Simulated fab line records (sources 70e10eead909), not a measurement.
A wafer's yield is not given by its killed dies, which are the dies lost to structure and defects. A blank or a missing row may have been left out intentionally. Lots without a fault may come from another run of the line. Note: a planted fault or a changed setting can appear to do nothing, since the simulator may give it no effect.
Comparing a struck lot with a sound one    flow nand_harc    12 out of 1302 route steps
Sound: the wafers L855.1, L855.3, L855.6. The struck wafers were L868.1, L868.5, L868.6. Last of all comes the cause.
At each step with rows: each side's tool, then ch and its chambers, then its first start. Under that, the readings that differ: sound wafers    struck wafers    difference of the means    sigmas: that difference in standard deviations of wafers without a fault.
alike: readings with means less than 2 such deviations apart, plus words and numbers identical on both sides. not compared: withheld readings, readings lacking a value on some wafer, bounds such as >300 that could conceal the same value, and numbers that have no deviation in the record and whose values overlap.
Wherever a step has rows on one side only, a row that says differs or no value, or a row with sigmas, the two part there. When numbers do not overlap yet have no deviation, they are printed without sigmas and do not part them. Lack of a reading on every wafer of one side parts them only where that side has two or more wafers.

first, 1 step without rows for these wafers: NHARC_A_STAIRCASE_HARDBAKE_218 (time 140 s).
NHARC_A_STAIRCASE_DESCUM_219: chemistry O2, time 3 s.
  sound on rie_diel-02 ch 0,1,3, day 16 03:56; struck on rie_diel-02 ch 1,2, day 21 18:23
  alike: drypump_motor_current_A, o2_flow_sccm, oes_product_au, rf_vpp_V, showerhead_plenum_p_Torr, throttle_valve_pct
  not compared: rf_hours_counter_h
then, 1 step without rows for these wafers: NHARC_A_STAIRCASE_TRIM_220 (chemistry O2, time 211.2 s).
NHARC_A_STAIRCASE_ETCH_221: etches the open film in C4F8/O2, target depth 100 nm, time 40.5 s.
  sound on rie_diel-02 ch 0,1; struck on rie_diel-02 ch 0,1
  alike: oes_product_au, rf_vpp_V
  not compared: rf_hours_counter_h
then, 1 step without rows for these wafers: NHARC_A_STAIRCASE_TRIM_222 (chemistry O2, time 211.2 s).
NHARC_A_STAIRCASE_ETCH_223: etches the open film in C4F8/O2, target depth 100 nm, time 40.5 s.
  sound on rie_diel-02 ch 0,1; struck on rie_diel-02 ch 0,1,3
  alike: oes_product_au, rf_vpp_V
  not compared: rf_hours_counter_h
then, 1 step without rows for these wafers: NHARC_A_STAIRCASE_TRIM_224 (chemistry O2, time 211.2 s).
NHARC_A_STAIRCASE_ETCH_225: etches the open film in C4F8/O2, target depth 100 nm, time 40.5 s.
  sound on rie_diel-02 ch 0,3; struck on rie_diel-02 ch 1,2,3
  alike: oes_product_au, rf_vpp_V
  not compared: rf_hours_counter_h
then, 2 steps without rows for these wafers: NHARC_A_STAIRCASE_TRIM_226 (chemistry O2, time 211.2 s); NHARC_A_STAIRCASE_ETCH_227 (etches the open film in C4F8/O2, target depth 100 nm, time 40.5 s).
NHARC_A_STAIRCASE_TRIM_229: chemistry O2, time 211.2 s.
  sound on rie_diel-02 ch 0,1, day 16 05:02; struck on rie_diel-05 ch 0,3, day 21 19:31
  no value came back on the struck wafers for any of 8 readings (bias_w (W), chamber_pressure_mTorr (mTorr) and others); on the sound wafers bias_w (W) reads 0 0 0
  not compared: rf_hours_counter_h
NHARC_A_STAIRCASE_ETCH_230: etches the open film in C4F8/O2, target depth 100 nm, time 40.5 s.
  sound on rie_diel-02 ch 2,3; struck on rie_diel-05 ch 0,3, day 21 19:41
  alike: oes_product_au, rf_vpp_V
  not compared: rf_hours_counter_h

## WHERE THEY PART
Within this record, at NHARC_A_STAIRCASE_TRIM_229 only. Later steps at which nothing parts them and some readings are alike: NHARC_A_STAIRCASE_ETCH_230.

WHY: what had been put in by the simulator
Skipped step whole: rie_diel-05, from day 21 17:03 on, at NHARC_A_STAIRCASE_TRIM_229. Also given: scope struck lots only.
